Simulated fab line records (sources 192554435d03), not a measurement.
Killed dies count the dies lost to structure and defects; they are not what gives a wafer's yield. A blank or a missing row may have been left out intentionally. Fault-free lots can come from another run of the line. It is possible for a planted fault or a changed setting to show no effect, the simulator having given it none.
Split-lot study -- flow n5_finfet -- route with 1938 steps; 7 lots, 21 wafers read

ABOUT THE SPLIT
At N5_BEOL_M2_DESCUM_16 (chemistry O2, time 7 s), the setting time_s was moved away from the recipe's 7 s on 6 of the 21 wafers read, by -20.0% to -8.7%. This setting was run at the recipe's value on the other wafers.

The split's own step is where the reading is taken.

THE READING
CAR-EUV_of_BEOL_M2_COAT_05.thk_nm (the simulator's own value, which no gauge read), in nm, at N5_BEOL_M2_DESCUM_16 (chemistry O2, time 7 s). The file does not state a usual value for it. The 15 wafers here that ran the recipe average 26.0 nm, standard deviation 0.08 nm.

wafer,"tool, chamber at the split","time_s as run, s",against the recipe,"CAR-EUV_of_BEOL_M2_COAT_05.thk_nm, nm",against lot-mates on the recipe
L077.3,"rie_diel-02, 1,3",5.635,-19.5%,26.8,+0.8
L077.5,"rie_diel-02, 1,3",5.635,-19.5%,26.8,+0.8
L077.6,"rie_diel-02, 2",7,recipe,26,-
L078.1,"rie_diel-01, 0,3,1",7,recipe,26,-
L078.2,"rie_diel-01, 0,3,1",7,recipe,26,-
L078.3,"rie_diel-01, 0,3,1",7,recipe,26,-
L083.4,"rie_diel-02, 2",6.391,-8.7%,26.4,+0.3
L083.5,"rie_diel-02, 0",7,recipe,26.2,-
L083.6,"rie_diel-02, 1",7,recipe,26,-
L086.1,"rie_diel-04, 3,1,3",7,recipe,26,-
L086.4,"rie_diel-04, 3,1,3",7,recipe,26,-
L086.5,"rie_diel-04, 3,1,3",7,recipe,26,-
L087.1,"rie_diel-01, 0,1",5.601,-20.0%,26.6,+0.6
L087.4,"rie_diel-01, 0,1",5.601,-20.0%,26.6,+0.6
L087.6,"rie_diel-01, 0",7,recipe,26,-
L088.2,"rie_diel-01, 3",7,recipe,26,-
L088.3,"rie_diel-01, 1",5.918,-15.5%,26.6,+0.5
L088.5,"rie_diel-01, 0",7,recipe,26.2,-
L092.2,"rie_diel-04, 0",7,recipe,26.2,-
L092.3,"rie_diel-04, 2,3",7,recipe,26,-
L092.5,"rie_diel-04, 2,3",7,recipe,26,-
Where a row lists several chambers, the file gives one row for several wafers and doesn't say which wafer went through which chamber.

THE FIT
A straight line over all 21 wafers: CAR-EUV_of_BEOL_M2_COAT_05.thk_nm changes by -0.0339 nm for each +1% of time_s; r = -0.96; the points scatter about the line by 0.088 nm.
The same after taking each lot's own level away (the mean of its wafers on the recipe; 21 wafers): -0.035 nm for each +1%; r = -0.97; scatter 0.078 nm.
Per that fit: largest time_s move, reading shift of 0.7 nm.
From 26.00 to 26.10 nm: that is the span of the lots' own levels, equal to 1.3 times the standard deviation above.
So the lot-to-lot level changes the slope little: the two slopes agree.
Check: +0.726 nm against its lot-mates is what the line predicts for one of the wafers moved furthest among these (-20.0%) when that wafer is left out of the fit. Against them it came out at +0.6 nm.

ADDITIONAL SPLITS CARRIED BY THESE WAFERS
These wafers also went through other splits before the reading. Each is held against what the fit with the lots' levels taken away leaves over:
other split on the same wafers,wafers away from the commonest value,r with CAR-EUV_of_BEOL_M2_COAT_05.thk_nm (lot level and that fit taken away)
N5_BEOL_M0_SAQP_PECVD_04 time_s,5,+0.18
N5_BEOL_M0_SAQP_DESCUM_45 time_s,10,-0.49
N5_BEOL_M0_SAQP_ALD_48 ald_cycles,4,-0.23
N5_BEOL_M1_HM_DEP_02 target_thk_a,7,-0.34

FILE'S OWN FIT
CAR-EUV_of_BEOL_M2_COAT_05.thk_nm changes by -0.0347 nm for each +1% of time_s, r = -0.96.
